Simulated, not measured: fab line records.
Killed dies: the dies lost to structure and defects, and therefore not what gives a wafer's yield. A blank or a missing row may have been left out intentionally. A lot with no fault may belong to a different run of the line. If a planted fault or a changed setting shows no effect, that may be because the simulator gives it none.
Matching of chambers    flow n5_finfet    3 sister chambers for N5_BEOL_M3_ETCH_77 on rie_diel-04
The step etches underlayer in N2/H2, target depth 6.5 nm, time 5.2 s. 14 wafers are shown with their chamber, then 5 later ones without.

## WAFERS WITH THEIR CHAMBER
wafer   chamber  throttle_valve_pct (%)  showerhead_plenum_p_Torr (Torr)  oes_product_au (a.u.)
L074.2  2        17.80                   2.61                             0.60
L074.3  1        17.94                   2.62                             0.57
L074.6  2        17.79                   2.61                             0.60
L076.1  3        17.24                   2.70                             0.84
L076.4  1        17.95                   2.62                             0.58
L076.6  1        17.96                   2.62                             0.59
L079.1  3        17.23                   2.70                             0.81
L079.2  2        17.81                   2.61                             0.60
L079.4  1        17.96                   2.62                             0.58
L082.2  3        17.23                   2.69                             0.78
L082.4  2        17.85                   2.60                             0.60
L082.6  1        17.98                   2.62                             0.57
L083.1  2        17.83                   2.60                             0.60
L083.5  1        17.95                   2.62                             0.58

SIGNATURES (averages over the wafers above)
reading                   chamber 1  chamber 2  chamber 3  scatter within a chamber
throttle_valve_pct        17.9567    17.8160    17.2333    0.0174
showerhead_plenum_p_Torr  2.6200     2.6060     2.6967     0.00412
oes_product_au            0.5783     0.6000     0.8100     0.0138
Rule: for each reading, subtract the chamber's mean from the wafer's reading, divide by that reading's scatter and square the result; add these up over the readings and take the root, which gives the wafer's distance from the chamber. If the next closest chamber is less than 2 further off than the closest, the wafer can't be placed; otherwise it belongs to the closest. The scatter is the square root of a quotient: the sum, over the shown wafers, of each reading's squared deviation from its chamber's mean, divided by wafers minus chambers.

## WAFERS MISSING THEIR CHAMBER
wafer   throttle_valve_pct (%)  showerhead_plenum_p_Torr (Torr)  oes_product_au (a.u.)
L083.6  17.25                   2.69                             0.78
L094.1  17.59                   2.61                             0.80
L094.4  17.61                   2.61                             0.79
L094.6  17.29                   2.68                             0.74
L097.1  17.32                   2.68                             0.73

## WHICH CHAMBER EACH ONE RAN IN
wafer    from the rows above   in truth
L083.6   3                     3
L094.1   2                     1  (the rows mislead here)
L094.4   2                     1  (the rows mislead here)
L094.6   3                     3
L097.1   3                     3
3 of 5 placed correctly. Not placeable from these rows: 0. 2 placed wrongly.
